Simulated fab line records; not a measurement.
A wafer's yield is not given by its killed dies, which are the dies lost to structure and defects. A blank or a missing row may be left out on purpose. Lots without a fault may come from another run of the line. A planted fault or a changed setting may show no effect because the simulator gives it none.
Matching of chambers :: flow nand_harc :: ald_hk-02 running NHARC_A_STAIRCASE_ALD_420: 4 sister chambers
The step deposits SiO2, target thk 20 nm, pulse time 6 s, ald cycles 200. 20 wafers are shown with their chamber, then 10 later ones without.

== WAFERS WITH THEIR CHAMBER ==
wafer: L597.3
chamber: 0
heater_power_w (W): 412
precursor_pulse_height_rel: 0.954

wafer: L597.5
chamber: 0
heater_power_w (W): 407
precursor_pulse_height_rel: 1.019

wafer: L597.6
chamber: 3
heater_power_w (W): 467
precursor_pulse_height_rel: 1.009

wafer: L601.2
chamber: 2
heater_power_w (W): 401
precursor_pulse_height_rel: 1.040

wafer: L601.3
chamber: 3
heater_power_w (W): 486
precursor_pulse_height_rel: 0.981

wafer: L601.6
chamber: 2
heater_power_w (W): 400
precursor_pulse_height_rel: 1.030

wafer: L602.1
chamber: 0
heater_power_w (W): 415
precursor_pulse_height_rel: 0.984

wafer: L602.4
chamber: 2
heater_power_w (W): 407
precursor_pulse_height_rel: 0.999

wafer: L602.6
chamber: 0
heater_power_w (W): 412
precursor_pulse_height_rel: 1.001

wafer: L603.2
chamber: 2
heater_power_w (W): 410
precursor_pulse_height_rel: 0.987

wafer: L603.4
chamber: 0
heater_power_w (W): 379
precursor_pulse_height_rel: 0.962

wafer: L603.5
chamber: 3
heater_power_w (W): 475
precursor_pulse_height_rel: 0.989

wafer: L605.2
chamber: 3
heater_power_w (W): 482
precursor_pulse_height_rel: 1.021

wafer: L605.3
chamber: 1
heater_power_w (W): 457
precursor_pulse_height_rel: 0.980

wafer: L605.4
chamber: 0
heater_power_w (W): 379
precursor_pulse_height_rel: 1.007

wafer: L606.1
chamber: 1
heater_power_w (W): 464
precursor_pulse_height_rel: 1.047

wafer: L606.2
chamber: 3
heater_power_w (W): 474
precursor_pulse_height_rel: 0.995

wafer: L606.5
chamber: 3
heater_power_w (W): 470
precursor_pulse_height_rel: 1.021

wafer: L608.1
chamber: 3
heater_power_w (W): 466
precursor_pulse_height_rel: 0.947

wafer: L608.3
chamber: 2
heater_power_w (W): 410
precursor_pulse_height_rel: 0.982

SIGNATURES, as means of the wafers listed above
reading: heater_power_w
chamber 0: 400.67
chamber 1: 460.50
chamber 2: 405.60
chamber 3: 474.29
scatter within a chamber: 10.9

reading: precursor_pulse_height_rel
chamber 0: 0.98783
chamber 1: 1.01350
chamber 2: 1.00760
chamber 3: 0.99471
scatter within a chamber: 0.0278
Rule: for each reading, subtract the chamber's mean from the wafer's reading, divide by that reading's scatter and square the result; add these up over the readings and take the root, which gives the wafer's distance from the chamber. The wafer belongs to the nearest chamber; if the next one is less than 2 further off, it can't be placed. How the scatter is found: for the shown wafers, subtract from each reading the mean of its chamber, square and add these, divide the total by (wafers less chambers), then take the root.

== WAFERS MISSING THEIR CHAMBER ==
wafer: L608.6
heater_power_w (W): 382
precursor_pulse_height_rel: 1.003

wafer: L611.1
heater_power_w (W): 418
precursor_pulse_height_rel: 1.011

wafer: L611.2
heater_power_w (W): 473
precursor_pulse_height_rel: 0.993

wafer: L611.4
heater_power_w (W): 373
precursor_pulse_height_rel: 0.995

wafer: L617.2
heater_power_w (W): 466
precursor_pulse_height_rel: 0.990

wafer: L617.4
heater_power_w (W): 462
precursor_pulse_height_rel: 1.041

wafer: L617.6
heater_power_w (W): 469
precursor_pulse_height_rel: 0.997

wafer: L618.2
heater_power_w (W): 426
precursor_pulse_height_rel: 1.002

wafer: L618.5
heater_power_w (W): 457
precursor_pulse_height_rel: 0.992

wafer: L618.6
heater_power_w (W): 425
precursor_pulse_height_rel: 0.970

== THE CHAMBER EACH PASSED THROUGH ==
wafer: L608.6
from the rows above: can't be placed: 0 or 2
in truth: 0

wafer: L611.1
from the rows above: can't be placed: 2 or 0
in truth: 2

wafer: L611.2
from the rows above: can't be placed: 3 or 1
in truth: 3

wafer: L611.4
from the rows above: can't be placed: 0 or 2
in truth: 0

wafer: L617.2
from the rows above: can't be placed: 3 or 1
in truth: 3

wafer: L617.4
from the rows above: can't be placed: 1 or 3
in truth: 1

wafer: L617.6
from the rows above: can't be placed: 3 or 1
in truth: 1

wafer: L618.2
from the rows above: can't be placed: 2 or 0 or 1
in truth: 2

wafer: L618.5
from the rows above: can't be placed: 1 or 3
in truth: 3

wafer: L618.6
from the rows above: can't be placed: 2 or 0 or 1
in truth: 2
Correct placement for 0 of the 10. Can't be placed from these rows: 10 (the true chamber is among the candidates in 10). Placed wrongly: 0.
